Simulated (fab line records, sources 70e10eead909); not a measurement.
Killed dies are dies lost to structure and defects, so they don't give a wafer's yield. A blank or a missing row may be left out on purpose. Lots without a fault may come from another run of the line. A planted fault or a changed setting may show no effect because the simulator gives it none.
Problem report in the 8D (eight disciplines) form, filled by code | flow nand_harc | the parts of the form that need people (team, actions taken, sign-off) are left out

1. THE PROBLEM
thk_nm at NHARC_A_ONON_D2_THK_MEAS_30 reads a mean of 1062 nm on 5 wafers of 2 lots; wafers without a fault read 1001 nm with a standard deviation of 8.3. That is +7.4 standard deviations from the usual mean.
The step: measures by ellipsometry.
First seen on wafer L843.1, day 15 14:19, on film_metro-01. The record holds 39 wafers of 13 lots with a number at this step. Rule for "out", or "out of limits": more than 4 standard deviations from the usual mean. The other wafers with a number count as sound.

2. WHAT IT IS AND WHAT IT IS NOT
question                    | is                                     | is not
which readings at this step | thk_nm                                 | -
which lots                  | L843, L846                             | L839, L840, L841, L842, L852, L853, L855, L856, L857, L858, L860
which wafers of those lots  | L843.1, L843.3, L846.1, L846.3, L846.5 | L843.6
read on which gauges        | film_metro-01, film_metro-02           | -
when                        | from day 15 14:19                      | up to then (13 sound wafers); but 21 sound wafers of L852, L853, L855, L856, L857, L858, L860 came after

3. SUSPECTS, AND WHAT RULES EACH OUT
Counting: a tool at a process step up to the reading stays a suspect if it ran every lot that is out. Sound lots after the first of them don't rule it out here, since some wafers of a struck lot are sound.
- the gauge at NHARC_A_ONON_D2_THK_MEAS_30: ruled out. The wafers that are out were read on 2 gauges (film_metro-01, film_metro-02).
- pecvd_onon-04 at NHARC_A_ONON_D2_DEP_28 (target thk 1000 nm): kept. It ran every lot that is out, first L843 (day 15 13:49); its last sound lot up to then is L842 (day 14 19:52).
Left after counting: pecvd_onon-04 at NHARC_A_ONON_D2_DEP_28.

4. THE CAUSE (what the simulator had put in)
Process parameter drift: pecvd_onon-04, from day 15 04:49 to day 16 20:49, at NHARC_A_ONON_D2_DEP_28. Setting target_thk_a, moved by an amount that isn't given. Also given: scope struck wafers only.
Counting left only this tool.

5. THE CHAIN OF EFFECTS, in route order
Each row: a reading whose mean over the struck wafers that have a number lies more than 3 standard deviations from the usual. Only readings for which the record gives a usual standard deviation are gone through. hours: the time from each lot's start at the first step in this table that gives one to its start at this step, as a median over the lots. sigmas: the change in usual standard deviations.
hours | step                        | reading | usual   | on struck wafers | change | sigmas
0     | NHARC_A_ONON_D2_THK_MEAS_30 | thk_nm  | 1001 nm | 1062             | +61    | +7.4

6. WHAT WOULD HAVE CAUGHT IT SOONER
In this record the first reading out of limits at a measuring or inspecting step was taken at day 15 14:19, 10 hours after the fault began at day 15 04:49.
Of the tool readings at NHARC_A_ONON_D2_DEP_28 for which the record gives a usual standard deviation, none was out on any struck wafer, so an alarm limit of 4 standard deviations on them would not have fired.
Of the lots that are out (2), L846 began NHARC_A_ONON_D2_DEP_28 on pecvd_onon-04 after day 15 14:19. A hold on the tool at that time would have spared it.
